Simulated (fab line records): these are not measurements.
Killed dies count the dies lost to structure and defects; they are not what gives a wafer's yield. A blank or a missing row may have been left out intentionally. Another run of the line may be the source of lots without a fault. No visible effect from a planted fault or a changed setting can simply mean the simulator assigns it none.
Struck lot and sound lot, side by side -- flow n5-finfet -- 33 out of 1938 route steps
Sound: the wafers L214.3, L214.5, L214.6. The struck wafers were L211.1, L211.5, L211.6. The cause is given at the end.
For every step that has rows: the tool of each side, followed by ch and its chambers, followed by its first start. Under that, the readings that differ: sound wafers -- struck wafers -- difference of the means -- sigmas: that difference in standard deviations of wafers without a fault.
alike: words and numbers the same on both sides, and readings whose means are apart by under 2 such deviations; not compared: readings that were withheld, readings missing a value for some wafer, numbers with overlapping values and no deviation given by the record, and bounds like >300 which may hide the same value.
Wherever a step has rows on one side only, a row that says differs or no value, or a row with sigmas, the two part there. When numbers do not overlap yet have no deviation, they are printed without sigmas and do not part them. Lack of a reading on every wafer of one side parts them only where that side has two or more wafers.

first, 10 steps without rows for these wafers: N5_SD_EPI_P_PRECLEAN_51 (cleans in NF3:NH3, afs cycles 1, time 20 s, sublimation time 60 s); N5_SD_EPI_P_VAPOR_ETCH_44 (etches SiGe30 in NF3/Ar, time 3.3 s); N5_SD_EPI_P_EPI_21 (deposits SiGe:B, time 355 s); N5_SD_EPI_P_HM_STRIP_48 (strips SiNx in H3PO4, material SiNx, target depth 3 nm); N5_SD_EPI_P_SRD_49 (time 30 s); N5_SD_EPI_P_PRECLEAN_24 (cleans in O3/DIW, time 45 s); N5_SD_EPI_P_PRECLEAN_32 (cleans in dHF, time 10 s); N5_SD_EPI_P_PRECLEAN_33 (cleans in SC2, time 45 s); N5_SD_EPI_P_SRD_25 (time 30 s); N5_SD_ACTIVATION_RTA_00 (time 0 s).
N5_SD_ACTIVATION_LSA_01: time 0.0008 s.
  sound on laser-anneal-01 ch 0, day 9 04:19; struck on laser-anneal-01, day 8 14:28
  no value came back on the struck wafers for time-s (s), wafer_temp_C_max; on the sound wafers time-s (s) reads 0.0008 0.0008 0.0008
N5_SD_ACTIVATION_RS_MEAS_03: the measuring method here is four-point-probe.
  sound on film-metro-02, day 9 04:30; struck on film-metro-02, day 8 14:40
reading,sound,struck,difference,sigmas
RS_SD_N (ohm/sq),22.16 22.45 22.43,29.46 28.91 29.30,+6.88,+28
  alike: RS_SD_P
then, 19 steps without rows for these wafers: N5_ILD0_LINER_00 (material SiNx, target thk 4 nm, pulse time 1 s, purge time 2 s); N5_ILD0_FCVD_FILL_01 (material SiO2 flowable, target thk 200 nm, time 328.3 s); N5_ILD0_CURE_02 (time 1800 s); N5_ILD0_CMP_03 (polishes, stops on SiNx, t overpolish 1.9 s, target thk 197.38 nm); N5_ILD0_CMP_07 (polishes SiO2 flowable, stops on poly-Si, t overpolish 1.18 s, target thk 138.88 nm); N5_ILD0_PRECLEAN_10 (cleans in NF3:NH3, afs cycles 5, time 20 s, sublimation time 60 s); N5_ILD0_ALD_15 (deposits SiNx, target thk 24 nm, pulse time 1 s, ald cycles 480); N5_ILD0_CMP_12 (polishes SiNx, stops on poly-Si, t overpolish 6 s, target thk 17.67 nm); N5_SDB_HM_DEP_00 (deposits SiNx from SiH4/NH3/N2, target thk 40 nm, time 35.3 s); N5_SDB_COAT_03 (time 60 s, resist thk 100 nm); N5_SDB_COAT_04 (time 60 s, resist thk 18 nm); N5_SDB_COAT_05 (resist thk 90 nm); N5_SDB_EBR_07; N5_SDB_SOFTBAKE_06 (time 60 s); N5_SDB_EXPOSE_08 (exposes mask SDB); N5_SDB_PEB_09 (peb time 60 s); N5_SDB_DEVELOP_10 (develop time 30 s); N5_SDB_DESCUM_16 (chemistry O2, time 7.9 s); N5_SDB_ETCH_17 (etches SiARC in CF4, target depth 23.4 nm, time 39 s).
-- the record jumps here: 7 days lie between the struck wafers' starts before and after (it left off in module SDB and takes up again in module BEOL_M4, whose first step shown is number 1111 of the route) --
N5_BEOL_M4_RC_MEAS_101:
  sound on prober-02 ch 0, day 16 15:40; struck on prober-02 ch 0, day 15 15:04
reading,sound,struck,difference,sigmas
ION_N (uA/um),683 690 699,649 660 647,-39,-3
RC_DENSE_N (ohm.um),21.3 20.9 19.8,28.0 28.4 25.6,+6.7,+11
RC_N (ohm.um),17.3 17.1 16.1,22.6 23.0 21.0,+5.4,+11
REXT_N (ohm.um),80.4 80.0 79.7,90.2 88.0 88.2,+8.8,+4
RS_SD_N (ohm/sq),28.9 28.8 29.0,36.7 36.0 36.9,+7.6,+21
  alike: DIBL_N, DIBL_P, IOFF_N, IOFF_P, ION_P, SS_N, SS_P, VT_N, VT_P
-- a jump in the record: the struck wafers' starts before and after are 4 days apart (it breaks off in module BEOL_M4 and resumes in module PASSIVATION, where the first step shown is number 1936 of the route) --
N5_PASSIVATION_PROBE_49:
  record: rows for the struck wafers here (prober-02, day 20 00:08), none for the sound ones

== WHERE THEY PART ==
First at N5_SD_ACTIVATION_LSA_01; last, within this record, at N5_PASSIVATION_PROBE_49.

WHY: the cause the simulator had injected
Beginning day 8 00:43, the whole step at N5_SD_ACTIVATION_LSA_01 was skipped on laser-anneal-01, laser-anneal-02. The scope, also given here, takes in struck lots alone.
